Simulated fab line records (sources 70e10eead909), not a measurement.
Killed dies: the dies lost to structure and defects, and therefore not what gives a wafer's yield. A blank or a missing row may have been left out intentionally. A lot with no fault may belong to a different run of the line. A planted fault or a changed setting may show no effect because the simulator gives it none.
One fault through the eyes of 2 desks ; flow nandHarc ; every desk sees just its own numbers, and what lay behind them comes last

== AT THE METROLOGY DESK ==
Lot by lot, what the gauges showed, no matter which tool ran the lot: averages of those sampled wafers that carry a number. A lot is out of limits, marked OUT, if its mean lies more than 4 standard deviations from the usual mean; the brackets give that distance.
Columns: A = cdNm at NHARC_P_GATE_CD_MEAS_33, usual 118.8 nm; B = cdNm at NHARC_P_GATE_CD_MEAS_59, usual 720.5 nm
lot;first seen here;A;B
L393;day 4 22:20;117.7;719.5
L394;day 5 06:25;116.1;719.7
L395;day 5 13:04;120.5;720.3
L396;day 5 20:37;123.4;721.7
L397;day 5 20:43;118.8;720.0
L399;day 6 05:57;117.2;720.6
L403;day 7 19:25;117.1;723.6
L404;day 7 23:35;119.5;720.6
L405;day 8 08:02;119.6;728.7 (+4.1) OUT
L406;day 8 08:40;118.2;722.3
L408;day 8 17:19;119.4;725.8
L410;day 9 04:56;120.9;721.2
L415;day 10 11:53;118.4;719.5
This desk finds L405 out of limits, L405 being first, at day 8 20:29 (cdNm at NHARC_P_GATE_CD_MEAS_59). L393, L394, L395, L396, L397, L399, L403, L404, L406, L408, L410, L415: within limits.

== THE DEFECT DESK ==
Counts from the inspections along the route, per lot, as means over the sampled wafers that have a number. A lot is out of limits, marked OUT, if its mean lies more than 4 standard deviations from the usual mean; the brackets give that distance.
Columns: A = rawDefectCount at NHARC_P_GATE_INSPECT_68, usual 203
lot;first seen here;A
L393;day 5 16:24;217
L394;day 6 00:17;199
L395;day 6 06:20;186
L396;day 6 14:17;213
L397;day 6 14:28;125
L399;day 6 23:20;178
L403;day 8 12:51;124
L404;day 8 17:07;166
L405;day 9 01:35;293
L406;day 9 02:59;195
L408;day 9 10:59;238
L410;day 9 22:38;123
L415;day 11 05:59;216
Result from this desk: across the 13 lots, nothing is out of limits.

== BROUGHT TOGETHER ==
At day 8 20:29 the metrology desk could have sounded an alarm, on L405.
Nothing out of limits was seen by the defect desk.
The defect desk has L405 on record, within its limits.
Every lot named ran NHARC_P_GATE_EXPOSE_56 on krfScanner-04.

== WHAT THE SIMULATOR PUT IN ==
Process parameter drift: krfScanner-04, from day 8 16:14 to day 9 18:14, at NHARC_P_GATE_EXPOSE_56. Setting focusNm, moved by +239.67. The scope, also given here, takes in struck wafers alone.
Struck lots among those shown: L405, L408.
Per desk, hours elapsed from the start of the fault to the first reading out of limits: for the metrology desk, 4.
